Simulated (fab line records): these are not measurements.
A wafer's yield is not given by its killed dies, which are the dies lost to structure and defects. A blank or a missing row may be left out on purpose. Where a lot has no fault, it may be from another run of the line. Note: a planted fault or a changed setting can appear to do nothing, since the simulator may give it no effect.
fab line records | flow nandHarc
[record] lots = 6 wafers = 18 lastDay = 24
route steps=1159 shown P_CONTACT@218 END@1159
lots with no fault: from the same line, run without faults
startH: hours from the record's first day to the start of the lot's first wafer shown | waitH: hours since the lot's step before | " repeats the value in the row above | L1.1+2: one row covering several wafers at once | - no value, or no start was given | * or withheld: withheld | < > ~ a bound
route shown NAME@n: names a module that has steps shown in the file, with the first one's number in the route | usual: mean/standard deviation of fault-free wafers | same: alike in all rows | chamber/n: place in a boat | sites: readings site by site | _std_site: how widely they spread, as a standard deviation | _edge_site: the outer-site mean with the inner-site mean subtracted | radiusMm: how far each site lies from the wafer's centre | mask NAME#n: copy n | behind: tool/chamber where the wafer was last shaped | hold: what put the lot on hold/how long, in hours/how the hold closed | device: transistor that didn't switch, given as n, p or np | end of line: the tests these same wafers got at the end of their route | step lacking rows: just its recipe | killed: count of dies lost to structure and defects at first sort (not the wafer's yield) | map: dies across one wafer; x = killed, . = not, _ = none there
set.NAME: setting as actually run; set.NAME@STEP: the setting as run at that earlier step | model.NAME: the simulator's own value behind a step, which no gauge read
lots at some steps of the route; a table a step, a row a wafer
services: the hour from which a tool's chamber was out of use, counted from the record's first day as startH (under 0 if before that day), plus the number of hours and why
[[steps]]
[step NHARC_P_CONTACT_DEP_00]
[recipe] targetThkA = 5000 tempC = 400 pressureTorr = 6.5 rfW = 900 teosFlowSccm = 161.4 flowSccm = 2650 targetThkNm = 500 gas = O2 material = SiO2
[usual] heaterPowerW = 591/130 throttleValvePct = 15.7/0.57
// columns lot.wafer tool chamber startH waitH heaterPowerW throttleValvePct
L540.1 pecvd-04 1 - - 611 16.1
L540.3 " 0 " " 489 16.5
L540.5 " 0 " " 537 16.4
L550.2 pecvd-02 1 - - 513 15.8
L550.1 " 2 " " 385 15.4
L550.6 " 2 " " 271 15.3
L554.1 pecvd-04 1 - - 649 16.5
L554.3 " 0 " " 572 16.7
L554.4 " 2 " " 674 15.8
L557.1 pecvd-02 1 - - 544 16.2
L557.5 " 0 " " 633 14.6
L557.4 " 1 " " 571 16.3
L560.1 pecvd-04 0 - - 652 16.3
L560.2 " 1 " " 629 16.1
L560.6 " 0 " " 659 16.6
L563.1 pecvd-04 0 - - 639 16.7
L563.3 " 1 " " 664 16.5
L563.4 " 1 " " 690 16.1
[step NHARC_P_CONTACT_CMP_01]
[recipe] targetThkNm = 200 material = SiO2
[usual] motorCurrentA = 11.9/1.3 slurryFilterDpKPa = 13.50/0.12
// columns lot.wafer tool chamber startH waitH motorCurrentA slurryFilterDpKPa
L540.1 cmp-01 3 109.42 - 14.0 13.35
L540.3 " 0 " " 10.7 13.70
L540.5 " 0 " " 10.9 13.60
L550.2 cmp-04 3 177.40 - 12.7 13.43
L550.1 " 0 " " 11.7 13.52
L550.6 " 2 " " 10.8 13.47
L554.1 cmp-01 3 186.36 - 15.0 13.67
L554.4 " 0 " " 10.7 13.21
L554.3 " 1 " " 11.9 13.52
L557.1 cmp-01 0 211.93 - 11.6 13.32
L557.4 " 1 " " 12.6 13.29
L557.5 " 1 " " 12.2 13.49
L560.1 cmp-02 3 222.67 - 10.5 13.56
L560.2 " 0 " " 10.2 13.51
L560.6 " 0 " " 9.6 13.43
L563.3 cmp-01 1 250.28 - 11.9 13.34
L563.1 " 2 " " 12.1 13.46
L563.4 " 3 " " 14.2 13.48
[step NHARC_P_CONTACT_SRD_03]
[step NHARC_P_CONTACT_DEHYDRATE_04]
[recipe] tempC = 150 timeS = 120
[step NHARC_P_CONTACT_HMDS_05]
[recipe] timeS = 30
[step NHARC_P_CONTACT_COAT_33]
[recipe] tempC = 260 timeS = 75
[step NHARC_P_CONTACT_COAT_34]
[recipe] tempC = 225 timeS = 65
[step NHARC_P_CONTACT_COAT_06]
[recipe] spinRpm = 1500 resistThkNm = 90
[step NHARC_P_CONTACT_SOFTBAKE_07]
[recipe] tempC = 105 timeS = 55
[step NHARC_P_CONTACT_EBR_08]
[step NHARC_P_CONTACT_EXPOSE_09]
[recipe] na = 1.35 targetCdNm = 90 doseMj = 81.26 maskId = P_CA
[step NHARC_P_CONTACT_PEB_10]
[recipe] pebTempC = 100 pebTimeS = 65
[usual] heaterPowerTotalW = 156.6/0.41 plateTempC = 99.99/0.12
// columns lot.wafer tool chamber startH waitH heaterPowerTotalW plateTempC
L540.1 lithoTrack-06 0 110.18 0.1 157.1 100.05
L540.3 " 0 " " 156.4 100.12
L540.5 " 0 " " 156.0 100.11
L550.1 lithoTrack-01 0 178.09 0.1 172.6 -
L550.2 " 0 " " 172.6 -
L550.6 " 0 " " 173.9 -
L554.1 lithoTrack-01 0 187.08 0.1 173.7 -
L554.3 " 0 " " 173.8 -
L554.4 " 0 " " 173.8 -
L557.1 lithoTrack-06 0 212.68 0.1 156.4 100.00
L557.4 " 0 " " 156.5 99.93
L557.5 " 0 " " 157.0 99.96
L560.1 lithoTrack-04 0 223.29 0.1 156.9 99.93
L560.2 " 0 " " 156.3 100.03
L560.6 " 0 " " 156.5 100.00
L563.1 lithoTrack-01 0 251.01 0.1 156.1 100.02
L563.3 " 0 " " 157.0 99.97
L563.4 " 0 " " 157.0 99.97
[step NHARC_P_CONTACT_DEVELOP_11]
[recipe] developTimeS = 35 devTempC = 23
[step NHARC_P_CONTACT_CD_MEAS_12]
[recipe] targetCdNm = 90 landingEnergyEv = 500
[usual] cdNm = 89.9/0.57
// columns lot.wafer tool chamber startH waitH cdNm
L540.1 cdSem-01 0 110.26 - 90.3
L540.3 " 0 " " 90.1
L540.5 " 0 " " 89.5
L550.1 cdSem-01 0 178.17 - 82.5
L550.2 " 0 " " 82.7
L550.6 " 0 " " 84.3
L554.1 cdSem-01 0 187.16 - 83.1
L554.3 " 0 " " 82.9
L554.4 " 0 " " 83.6
L557.1 cdSem-01 0 212.76 - 90.3
L557.4 " 0 " " 89.7
L557.5 " 0 " " 90.6
L560.1 cdSem-01 0 223.37 - 90.0
L560.2 " 0 " " 90.2
L560.6 " 0 " " 89.2
L563.1 cdSem-02 0 251.09 - 89.0
L563.3 " 0 " " 90.3
L563.4 " 0 " " 89.5
[step NHARC_P_CONTACT_OVL_MEAS_13]
[usual] overlayXNm = 0.1/0.93 overlayYNm = 0.2/0.83
// columns lot.wafer tool chamber startH waitH overlayXNm overlayYNm
L540.1 overlay-01 - 110.34 - -1.1 0.7
L540.3 " - " " -1.5 0.6
L540.5 " - " " -0.9 0.5
L550.1 overlay-01 - 178.26 - 1.3 -0.3
L550.2 " - " " 1.4 -0.2
L550.6 " - " " 0.7 0.0
L554.1 overlay-02 - 187.25 - -1.1 -0.9
L554.3 " - " " -0.8 -0.3
L554.4 " - " " -0.7 -0.5
L557.1 overlay-01 - 212.85 - 0.8 1.3
L557.4 " - " " 0.7 1.6
L557.5 " - " " 0.6 2.0
L560.1 overlay-01 - 223.46 - -0.8 1.1
L560.2 " - " " -0.4 1.0
L560.6 " - " " -0.8 1.6
L563.1 overlay-01 - 251.17 - -0.5 0.2
L563.3 " - " " -1.1 0.1
L563.4 " - " " -0.9 0.3
[step NHARC_P_CONTACT_INSPECT_14]
[usual] rawDefectCount = 3.7/2.2
// columns lot.wafer tool chamber startH waitH rawDefectCount
L540.1 defectInspect-02 - 110.38 0.0 3
L540.3 " - " " 1
L540.5 " - " " 5
L550.1 defectInspect-01 - 178.30 0.0 2
L550.2 " - " " 4
L550.6 " - " " 3
L554.1 defectInspect-01 - 187.29 0.0 2
L554.3 " - " " 1
L554.4 " - " " 0
L557.1 defectInspect-02 - 212.88 0.0 3
L557.4 " - " " 5
L557.5 " - " " 6
L560.1 defectInspect-01 - 223.49 0.0 2
L560.2 " - " " 4
L560.6 " - " " 4
L563.1 defectInspect-01 - 251.21 0.0 8
L563.3 " - " " 6
L563.4 " - " " 9
[step NHARC_P_CONTACT_DESCUM_17]
[recipe] timeS = 3 o2FlowSccm = 200 arFlowSccm = 0 biasPowerW = 0 chemistry = O2
[usual] drypumpMotorCurrentA = 5.8/0.46 oesProductAu = 1.000/0.0087 rfVppV = 57.6/0.85 showerheadPlenumPTorr = 1.88/0.084 throttleValvePct = 11.312/0.0091
// columns lot.wafer tool chamber startH waitH drypumpMotorCurrentA oesProductAu rfHoursCounterH rfVppV showerheadPlenumPTorr throttleValvePct model.P_CONTACT.cdNm
L540.1 rieDiel-04 1 110.44 0.1 5.1 1.002 18 57.1 1.87 11.318 89.82
L540.3 " 3 " " 6.4 0.996 18 55.9 1.79 11.307 90.97
L540.5 " 2 " " 5.7 1.012 - 58.1 1.79 11.322 89.34
L550.1 rieDiel-04 1 178.36 0.1 5.1 1.012 7 56.7 1.87 11.307 82.2
L550.2 " 3 " " 6.4 1.004 6 58.7 1.79 11.305 82.92
L550.6 " 1 " " 5.1 0.989 - 56.9 1.87 11.330 83.71
L554.1 rieDiel-08 0 187.35 0.1 5.8 1.008 5 58.4 1.97 11.298 83.85
L554.4 " 1 " " 6.8 0.994 5 57.6 1.86 11.325 83.36
L554.3 " 2 " " 6.0 1.001 5 59.2 1.95 11.306 83.57
L557.1 rieDiel-08 3 212.96 0.1 5.9 0.987 7 56.7 1.83 11.294 90.07
L557.4 " 0 " " 5.8 1.006 8 58.6 1.97 11.330 90.56
L557.5 " 1 " " 6.8 0.980 - 57.0 1.85 11.314 90.46
L560.1 rieDiel-08 1 223.57 0.1 6.8 1.005 9 57.9 1.85 11.308 90.09
L560.2 " 3 " " 5.9 1.006 9 58.0 1.83 11.310 90.74
L560.6 " 0 " " 5.8 1.009 - 58.5 1.97 11.305 90.13
L563.4 rieDiel-04 0 251.27 0.1 5.9 0.987 15 56.4 2.03 11.317 90.08
L563.3 " 2 " " 5.7 0.997 14 57.6 1.79 11.295 90.7
L563.1 " 3 " " 6.3 0.997 15 56.3 1.79 11.313 89.25
[step NHARC_P_CONTACT_ETCH_35]
[recipe] targetDepthA = 390 overEtchFrac = 0.3 timeS = 65 ionEnergyEv = 80 cf4FlowSccm = 150 arFlowSccm = 0 rfW = 300 biasW = 100 chemistry = CF4
[usual] biasW = 100.0/0.32 drypumpMotorCurrentA = 5.8/0.44 oesProductAu = 0.999/0.0083 rfVppV = 151.0/1.2 showerheadPlenumPTorr = 1.74/0.073 throttleValvePct = 13.284/0.0089
// columns lot.wafer tool chamber startH waitH biasW drypumpMotorCurrentA oesProductAu rfHoursCounterH rfVppV showerheadPlenumPTorr throttleValvePct
L540.3 rieDiel-04 2 110.54 0.1 100.0 5.7 1.002 19 151.3 1.66 13.286
L540.1 " 3 " " 100.3 6.4 0.990 18 150.2 1.67 13.282
L540.5 " 1 " " 100.2 5.1 0.984 - 149.3 1.73 13.271
L550.1 rieDiel-04 2 178.45 0.1 100.0 5.7 1.000 7 151.8 1.66 13.290
L550.2 " 0 " " 100.0 5.9 0.979 6 153.4 1.87 13.287
L550.6 " 2 " " 99.8 5.7 1.002 - 148.6 1.66 13.271
L554.4 rieDiel-08 3 187.44 0.1 100.1 5.9 0.980 4 150.4 1.70 13.275
L554.3 " 0 " " 99.5 5.8 1.010 5 152.4 1.82 13.300
L554.1 " 1 " " 100.2 6.8 0.988 5 150.8 1.72 13.302
L557.4 rieDiel-08 3 213.03 0.1 100.1 5.9 0.987 7 150.5 1.70 13.277
L557.1 " 1 " " 99.9 6.8 0.988 8 151.4 1.72 13.299
L557.5 " 0 " " 100.1 5.8 0.984 - 152.5 1.82 13.280
L560.2 rieDiel-08 1 223.67 0.1 99.6 6.8 0.995 9 150.4 1.72 13.290
L560.1 " 3 " " 100.5 5.9 0.992 9 150.9 1.70 13.268
L560.6 " 1 " " 99.7 6.8 0.999 - 150.5 1.72 13.280
L563.3 rieDiel-04 3 251.36 0.1 100.3 6.4 1.000 15 150.8 1.66 13.275
L563.1 " 0 " " 99.3 5.9 0.983 15 152.5 1.86 13.284
L563.4 " 1 " " 100.4 5.1 0.988 15 150.8 1.73 13.272
[step NHARC_P_CONTACT_ETCH_36]
[recipe] targetDepthA = 2600 overEtchFrac = 0.25 timeS = 406.25 ionEnergyEv = 200 n2FlowSccm = 150 h2FlowSccm = 150 arFlowSccm = 0 rfW = 400 biasW = 150 chemistry = N2/H2
[usual] biasW = 149.9/0.4 drypumpMotorCurrentA = 5.8/0.46 oesProductAu = 0.998/0.0085 rfVppV = 429.7/2.6 showerheadPlenumPTorr = 2.01/0.091 throttleValvePct = 14.171/0.0085
// columns lot.wafer tool chamber startH waitH biasW drypumpMotorCurrentA oesProductAu rfHoursCounterH rfVppV showerheadPlenumPTorr throttleValvePct
L540.3 rieDiel-04 1 - - 150.3 5.1 0.989 18 428.9 1.99 14.174
L540.1 " 3 " " 150.2 6.4 1.002 19 428.7 1.91 14.174
L540.5 " 1 " " 150.0 5.1 0.996 - 429.6 1.99 14.163
L550.2 rieDiel-04 3 - - 150.0 6.4 1.015 6 426.7 1.91 14.182
L550.1 " 0 " " 150.3 5.9 0.992 6 433.7 2.17 14.162
L550.6 " 3 " " 149.5 6.4 1.001 - 425.9 1.91 14.184
L554.4 rieDiel-08 2 - - 150.1 6.0 1.000 5 432.8 2.07 14.189
L554.3 " 3 " " 149.8 5.9 0.994 5 428.2 1.95 14.171
L554.1 " 1 " " 150.0 6.8 0.996 5 429.1 1.98 14.162
L557.4 rieDiel-08 1 - - 150.0 6.7 0.991 8 427.6 1.98 14.173
L557.1 " 0 " " 149.4 5.8 1.001 8 433.0 2.10 14.175
L557.5 " 2 " " 150.1 6.0 0.997 - 431.1 2.07 14.166
L560.2 rieDiel-08 1 - - 150.6 6.8 1.004 10 429.9 1.97 14.157
L560.1 " 0 " " 149.7 5.8 1.009 10 431.3 2.10 14.166
L560.6 " 1 " " 150.0 6.8 0.995 - 428.4 1.97 14.167
L563.3 rieDiel-04 2 - - 149.9 5.7 0.994 14 427.4 1.90 14.166
L563.4 " 3 " " 149.6 6.4 1.005 15 426.2 1.90 14.165
L563.1 " 0 " " 149.8 5.9 0.981 15 433.1 2.16 14.187
[step NHARC_P_CONTACT_ETCH_18]
[recipe] targetDepthA = 4810 timeS = 240.5 c4f8FlowSccm = 20 o2FlowSccm = 10 arFlowSccm = withheld rfW = 600 biasW = 1500 chemistry = C4F8/O2/Ar
[usual] biasW = 1500/4.6 oesProductAu = 0.963/0.017 rfVppV = 976/5.9
// columns lot.wafer tool chamber startH waitH biasW oesProductAu rfHoursCounterH rfVppV
L540.3 rieDiel-04 1 - - 1496 0.962 18 974
L540.1 " 3 " " 1495 0.980 19 969
L540.5 " 1 " " 1511 0.956 - 975
L550.1 rieDiel-04 0 - - 1500 0.962 6 985
L550.2 " 3 " " 1501 0.975 7 969
L550.6 " 0 " " 1506 0.972 - 985
L554.3 rieDiel-08 0 - - 1497 0.956 5 983
L554.4 " 1 " " 1496 0.946 5 974
L554.1 " 2 " " 1498 0.965 5 982
L557.1 rieDiel-08 0 - - 1501 0.985 8 983
L557.4 " 2 " " 1502 0.967 7 980
L557.5 " 3 " " 1492 0.981 - 972
L560.1 rieDiel-08 2 - - 1498 0.997 8 981
L560.2 " 3 " " 1500 0.956 9 973
L560.6 " 3 " " 1503 0.943 - 973
L563.3 rieDiel-04 1 - - 1503 0.957 16 975
L563.1 " 2 " " 1497 0.966 14 969
L563.4 " 0 " " 1499 0.953 15 986
[step NHARC_P_CONTACT_STRIP_37]
[recipe] c4f8FlowSccm = withheld o2FlowSccm = 8 arFlowSccm = withheld biasW = 0 chemistry = C4F8/O2/Ar
[step NHARC_P_CONTACT_ETCH_31]
[recipe] targetDepthA = 300 timeS = 85.7 ionEnergyEv = 120 overEtchFrac = 1 ch3fFlowSccm = 50 o2FlowSccm = 30 arFlowSccm = 200 rfW = 500 biasW = 100 chemistry = CH3F/O2
[usual] biasW = 100.01/0.3 drypumpMotorCurrentA = 5.9/0.44 oesProductAu = 0.981/0.013 rfVppV = 243.7/1.7 showerheadPlenumPTorr = 2.42/0.11 throttleValvePct = 20.663/0.0086
// columns lot.wafer tool chamber startH waitH biasW drypumpMotorCurrentA oesProductAu rfHoursCounterH rfVppV showerheadPlenumPTorr throttleValvePct model.P_CONTACT.cdNm
L540.1 rieDiel-04 2 - - 99.60 5.7 0.979 19 242.1 2.31 20.662 89.4
L540.3 " 0 " " 100.02 5.9 0.970 17 246.5 2.60 20.660 89.37
L540.5 " 2 " " 100.08 5.7 0.976 - 241.3 2.31 20.657 86.02
L550.2 rieDiel-04 0 - - 99.75 5.9 0.973 7 248.1 2.60 20.672 82.83
L550.1 " 1 " " 100.41 5.1 0.975 7 242.6 2.40 20.652 81.68
L550.6 " 3 " " 99.74 6.4 0.990 - 242.6 2.31 20.673 83.29
L554.4 rieDiel-08 1 - - 100.23 6.8 0.969 5 243.1 2.39 20.676 82.9
L554.3 " 2 " " 100.09 6.0 0.979 5 244.8 2.50 20.662 84.16
L554.1 " 3 " " 99.89 5.9 0.962 5 244.0 2.35 20.664 83.97
L557.1 rieDiel-08 2 - - 99.86 6.0 0.975 7 244.7 2.50 20.662 89.07
L557.4 " 3 " " 100.47 5.9 0.987 7 242.7 2.35 20.661 89.6
L557.5 " 2 " " 99.88 6.0 0.983 - 244.8 2.50 20.659 89.68
L560.1 rieDiel-08 1 - - 99.93 6.7 0.959 10 245.2 2.38 20.680 91.19
L560.2 " 2 " " 99.98 6.0 0.981 8 243.8 2.50 20.664 89.92
L560.6 " 0 " " 100.18 5.8 0.973 - 246.5 2.53 20.676 88.59
L563.4 rieDiel-04 3 - - 100.04 6.4 0.987 15 242.5 2.30 20.673 90.52
L563.1 " 1 " " 99.95 5.1 0.984 16 243.2 2.40 20.675 89.04
L563.3 " 2 " " 100.03 5.7 0.978 15 242.3 2.30 20.649 88.72
[step NHARC_P_CONTACT_CD_MEAS_19]
[usual] cdNm = 89.9/1.5
// columns lot.wafer tool chamber startH waitH cdNm
L540.1 cdSem-02 - 111.31 - 89.1
L540.3 " - " " 89.2
L540.5 " - " " 86.2
L550.1 cdSem-01 - 179.23 - 81.8
L550.2 " - " " 82.7
L550.6 " - " " 83.2
L554.1 cdSem-02 - 188.23 - 83.8
L554.3 " - " " 84.1
L554.4 " - " " 82.4
L557.1 cdSem-01 - 213.81 - 88.4
L557.4 " - " " 89.8
L557.5 " - " " 90.0
L560.1 cdSem-03 - 224.52 - 91.4
L560.2 " - " " 89.9
L560.6 " - " " 88.4
L563.1 cdSem-02 - 252.37 - 89.2
L563.3 " - " " 88.5
L563.4 " - " " 90.4
[step NHARC_END_SORT_01]
[recipe] tempC = 25
[usual] killedAtArray = 21/8.9 killedAtOther = 0.8/1.3 killedAtPeriphery = 3.6/2.4 killedDies = 26/8.9 killedOpen = 3.1/1.8 killedShort = 1.9/1.3
[same] grossDies = 677
// columns lot.wafer tool chamber startH waitH killedAtArray killedAtOther killedAtPeriphery killedDies killedOpen killedShort
L550.1 prober-02 0 515.75 2.5 32 2 4 38 4 2
L550.2 prober-02 0 516.55 2.8 30 2 7 39 4 2
L550.6 prober-02 0 519.78 4.0 33 1 4 38 2 3
// killed by level:class
L550.1 A_CHANNEL_HOLE_D1:chamberFilmFlake=18 A_SLIT:chamberFilmFlake=8 A_CONTACT:chamberFilmFlake=2 THIN_TSV:chamberFilmFlake=2 P_GATE:geometricParticle:open=1 P_CONTACT:geometricParticle:open=1 A_CHANNEL_FILL_D1:geometricParticle:short=1 A_CONTACT:geometricParticle:open=1
L550.2 A_CHANNEL_HOLE_D1:chamberFilmFlake=17 A_SLIT:chamberFilmFlake=8 P_ZERO_WELL:chamberFilmFlake=3 THIN_TSV:chamberFilmFlake=2 P_CONTACT:geometricParticle:open=1 P_M0:geometricParticle:open=1 A_WL_FILL:geometricParticle:short=1 A_CONTACT:geometricParticle:open=1
L550.6 A_CHANNEL_HOLE_D1:chamberFilmFlake=14 A_SLIT:chamberFilmFlake=10 A_CONTACT:chamberFilmFlake=4 P_GATE:geometricParticle:open=1 A_CHANNEL_FILL_D1:geometricParticle:short=1 A_WL_FILL:geometricParticle:short=1 A_CONTACT:geometricParticle:open=1 A_M1:geometricParticle:short=1
[[services]]
// columns tool chamber startH hours kind
cmp-01 - 85.74 1.0 repair
lithoTrack-01 - 93.00 7.0 pm
cmp-02 - 98.02 12.2 repair
rieDiel-04 0 98.53 4.5 repair
cmp-04 - 105.00 4.0 pm
cmp-01 - 111.17 0.4 repair
rieDiel-04 - 111.94 9.0 pm
lithoTrack-06 - 117.00 7.0 pm
rieDiel-08 - 124.80 9.0 pm
cmp-02 - 128.50 4.0 pm
cmp-01 - 133.87 1.8 repair
lithoTrack-04 - 141.00 7.0 pm
pecvd-02 - 153.00 13.0 pm
cmp-02 - 167.06 1.8 repair
cmp-01 - 179.50 4.0 pm
rieDiel-04 2 183.10 4.2 repair
rieDiel-04 2 195.37 6.4 repair
pecvd-04 - 196.68 13.0 pm
cmp-04 - 203.00 4.0 pm
rieDiel-04 2 209.85 3.1 repair
cmp-04 - 214.40 0.7 repair
rieDiel-08 2 217.48 6.4 repair
cmp-02 - 226.50 4.0 pm
cmp-04 - 228.49 3.0 repair
[[key]]
[firstSign] step = NHARC_P_CONTACT_PEB_10 reading = heaterPowerTotalW direction = up sigmas = 41 usual = * struck = *
[effect] step = NHARC_P_CONTACT_CD_MEAS_12 reading = cdNm direction = down sigmas = 12 usual = 89.9 struck = 83.2
[effect] step = NHARC_P_CONTACT_CD_MEAS_19 reading = cdNm direction = down sigmas = 4.6 usual = 89.9 struck = 83.0
[modelEffect] step = NHARC_P_CONTACT_DESCUM_17 value = P_CONTACT.cdNm without = 90.27 struck = 83.27
[modelEffect] step = NHARC_P_CONTACT_ETCH_31 value = P_CONTACT.cdNm without = 90.14 struck = 83.14
metAt NHARC_P_CONTACT_PEB_10
struckWafers L550.1,L550.2,L550.6,L554.1,L554.3,L554.4
testerLeftOut L550,L554
[fault] kind = processParameterDrift tool = lithoTrack-01 chamber = - onsetH = 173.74 steps = NHARC_P_CONTACT_PEB_10 channel = pebTimeS offset = * shape = step endH = 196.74 actsIn = * stated = *
// testerLeftOut: of these lots the tester's yield and bins aren't shown, on N5 and GAA mostly nor the transistor test; their killed dies are dies lost to structure and defects alone, not to doping, threshold or leakage, so they don't give the yield
